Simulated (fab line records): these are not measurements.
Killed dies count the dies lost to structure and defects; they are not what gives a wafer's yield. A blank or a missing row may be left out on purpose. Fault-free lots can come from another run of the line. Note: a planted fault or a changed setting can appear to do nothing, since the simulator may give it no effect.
Problem report, 8D (eight disciplines) form, completed by code | flow n5_finfet | the parts of the form that need people (team, actions taken, sign-off) are left out
Where a reading is given only as a bound, like >300, the bound stands for it, and a mean or a difference that rests on one is marked > or <: the true number lies beyond.

## 1. PROBLEM STATEMENT
raw_defect_count at N5_BEOL_M0_SAQP_INSPECT_42 reads a mean of 629 on 1 wafer of 1 lot; wafers without a fault read 277 with a standard deviation of 84. That puts it +4.2 standard deviations away from the usual mean.
The step: inspects for defects (brightfield).
The first sign was on wafer L226.1 at day 9 05:23, on defect_inspect-01. The record holds 24 wafers of 8 lots with a number at this step. The rule behind "out" and "out of limits": a value lying over 4 standard deviations away from the usual mean. The rest of the wafers with a number are treated as sound.

## 2. WHAT IT IS; WHAT IT IS NOT
question                    | is                | is not
which readings at this step | raw_defect_count  | -
which lots                  | L226              | L215, L217, L220, L221, L228, L232, L233
which wafers of those lots  | L226.1            | L226.3, L226.6
read on which gauges        | defect_inspect-01 | defect_inspect-02
when                        | from day 9 05:23  | up to then (14 sound wafers); but 9 sound wafers of L228, L232, L233 came after

## 3. THE SUSPECTS, EACH WITH WHAT RULES IT OUT
Counting: a tool at a process step up to the reading stays a suspect if it ran every lot that is out. Sound lots after the first of them don't rule it out here, since some wafers of a struck lot are sound.
- the gauge at N5_BEOL_M0_SAQP_INSPECT_42 has been ruled out. All the wafers that are out were read on defect_inspect-01, but those of them that N5_BEOL_M0_CUTY_INSPECT_59 has rows for are out there too, on other tools.
- pvd_sputter-03 at N5_BEOL_M0_SAQP_HM_DEP_02 (deposits TiN, target thk 12 nm): kept. It ran the lot that is out, L226 (day 9 00:35); its last sound lot up to then is L221 (day 7 13:25).
- rie_diel-02 at N5_BEOL_M0_SAQP_STRIP_86 (strips in N2/H2): kept. It ran the lot that is out, L226 (day 9 01:51); its last sound lot up to then is L221 (day 7 14:55).
- At N5_BEOL_M0_SAQP_STRIP_86, inside rie_diel-02: chamber 1 took the wafers that are out, while their sound lot-mates went through chambers 2, 3.
After counting, pvd_sputter-03 at N5_BEOL_M0_SAQP_HM_DEP_02 and rie_diel-02 at N5_BEOL_M0_SAQP_STRIP_86 remain.

## 4. THE CAUSE (what the simulator had put in)
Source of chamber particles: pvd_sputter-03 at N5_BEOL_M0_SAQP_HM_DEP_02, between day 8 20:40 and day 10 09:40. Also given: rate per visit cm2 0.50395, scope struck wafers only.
This tool is one of the 2 suspects left after counting.

## 5. THE EFFECT CHAIN, in route order
Each row: a reading where the mean over the struck wafers with a number is more than 3 standard deviations away from the usual. Scope: only readings with a usual standard deviation given in the record; hours: median across lots of the time from each lot's start at the first step in this table that gives one to its start at this step; sigmas: change in usual standard deviations.
hours | step                       | reading              | usual  | on struck wafers | change | sigmas
0     | N5_BEOL_M0_SAQP_INSPECT_42 | raw_defect_count     | 277    | 629              | +352   | +4.2
2     | N5_BEOL_M0_CUTY_INSPECT_59 | raw_defect_count     | 2.0    | >300             | >+298  | +99 or more
180   | N5_PASSIVATION_PROBE_49    | defect_limited_yield | 91.7 % | 82.5             | -9.2   | -6.1
180   | N5_PASSIVATION_PROBE_49    | killed_at_M0_to_M3   | 32     | 145              | +113   | +11
180   | N5_PASSIVATION_PROBE_49    | killed_dies          | 98     | 206              | +108   | +6.0
180   | N5_PASSIVATION_PROBE_49    | sort_bin_5_function  | 4.9 %  | 10.6             | +5.7   | +6.3
180   | N5_PASSIVATION_PROBE_49    | sort_bin_6_memory    | 3.1 %  | 5.3              | +2.2   | +3.1
180   | N5_PASSIVATION_PROBE_49    | sort_n_pass          | 1082   | 974              | -108   | -6.0
180   | N5_PASSIVATION_PROBE_49    | sort_yield_pct       | 91.7 % | 82.5             | -9.2   | -6.1
Process steps it contains:
- N5_PASSIVATION_PROBE_49
Later measuring or inspecting steps at which every struck wafer that the step has a row for has a number for every such reading, and none has moved that far: N5_BEOL_M4_RC_MEAS_101.

## 6. WHAT WOULD HAVE CAUGHT IT SOONER
In this record the first reading out of limits at a measuring or inspecting step was taken at day 9 05:23, 9 hours after the fault began at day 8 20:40.
Of the tool readings at N5_BEOL_M0_SAQP_HM_DEP_02 for which the record gives a usual standard deviation, none was out on any struck wafer, so an alarm limit of 4 standard deviations on them would not have fired.
All the lots that are out (1) had begun N5_BEOL_M0_SAQP_HM_DEP_02 on pvd_sputter-03 by day 9 05:23. Holding the tool at that point would not have protected any of them.
